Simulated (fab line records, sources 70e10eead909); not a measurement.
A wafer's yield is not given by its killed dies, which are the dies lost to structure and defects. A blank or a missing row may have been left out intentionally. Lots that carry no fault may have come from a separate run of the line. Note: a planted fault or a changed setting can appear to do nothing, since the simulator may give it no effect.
Problem report in the 8D (eight disciplines) form, filled by code -- flow nand_harc -- the parts of the form that need people (team, actions taken, sign-off) are left out

1. WHAT IS WRONG
At NHARC_A_CONTACT_ETCH_90, run_length_s averages 73.8 s over 3 wafers from 3 lots, while fault-free wafers read 107.2 s, standard deviation 0.43. That puts it -78 standard deviations away from the usual mean.
The step: etches the open film in CH3F/O2, target depth 40 nm, time 85.7 s.
Earliest sighting: wafer L211.3 on rie_diel-11 at day 20 14:39. Wafers with a number at this step in the record: 37, from 13 lots. By rule, "out" or "out of limits" means more than 4 standard deviations away from the usual mean. The other wafers with a number count as sound.

2. WHAT THIS IS AND IS NOT
question,is,is not
which readings at this step,run_length_s,"drypump_motor_current_A, oes_product_au, rf_vpp_V, showerhead_plenum_p_Torr, throttle_valve_pct"
which lots,"L211, L215, L216","L197, L199, L200, L202, L203, L204, L205, L206, L207, L218"
which wafers of those lots,"L211.3, L215.3, L216.1","L211.6, L215.2, L215.6, L216.6"
read on which tools,rie_diel-11,"rie_diel-09, rie_diel-10"
when,from day 20 14:39,"up to then (28 sound wafers); but 6 sound wafers of L215, L216, L218 came after"

3. THE SUSPECTS, EACH WITH WHAT RULES IT OUT
Counting: any tool at a process step up to the reading remains a suspect provided it ran every lot that is out. Sound lots after the first of them don't rule it out here, since some wafers of a struck lot are sound.
- rie_diel-11 at NHARC_A_CONTACT_ETCH_90 (etches the open film in CH3F/O2, target depth 40 nm, time 85.7 s): kept. Ran every lot that is out, first one L211 (day 20 14:39); last sound lot up to then L202 (day 18 21:26). Out on those wafers are its own readings of run_length_s.
Remaining after the count: rie_diel-11 at NHARC_A_CONTACT_ETCH_90.

4. THE CAUSE (what the simulator had put in)
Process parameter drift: rie_diel-11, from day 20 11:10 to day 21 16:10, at NHARC_A_CONTACT_ETCH_90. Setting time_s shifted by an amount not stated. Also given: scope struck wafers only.
After counting, this tool was the only one left.

5. THE CHAIN OF EFFECTS, in route order
Rows list readings where the struck wafers' mean (over those with a number) sits beyond 3 standard deviations from the usual. Readings are gone through only where the record gives a usual standard deviation; hours: the median, over the lots, of the time from a lot's start at the first step in this table giving one to that lot's start at this step; sigmas: the change measured in usual standard deviations.
hours,step,reading,usual,on struck wafers,change,sigmas
0,NHARC_A_CONTACT_ETCH_90,run_length_s,107.2 s,73.8,-33.4,-78
Here are the process steps it includes:
- NHARC_A_CONTACT_ETCH_90: etches the open film in CH3F/O2, target depth 40 nm, time 85.7 s.
At these later measuring or inspecting steps, every struck wafer for which the step has a row has a number for every such reading, and none has moved that far: NHARC_END_SORT_01.

6. WHAT WOULD HAVE CAUGHT IT SOONER
3 hours passed between the start of the fault at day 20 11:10 and the first reading out of limits in this record, taken at day 20 14:39.
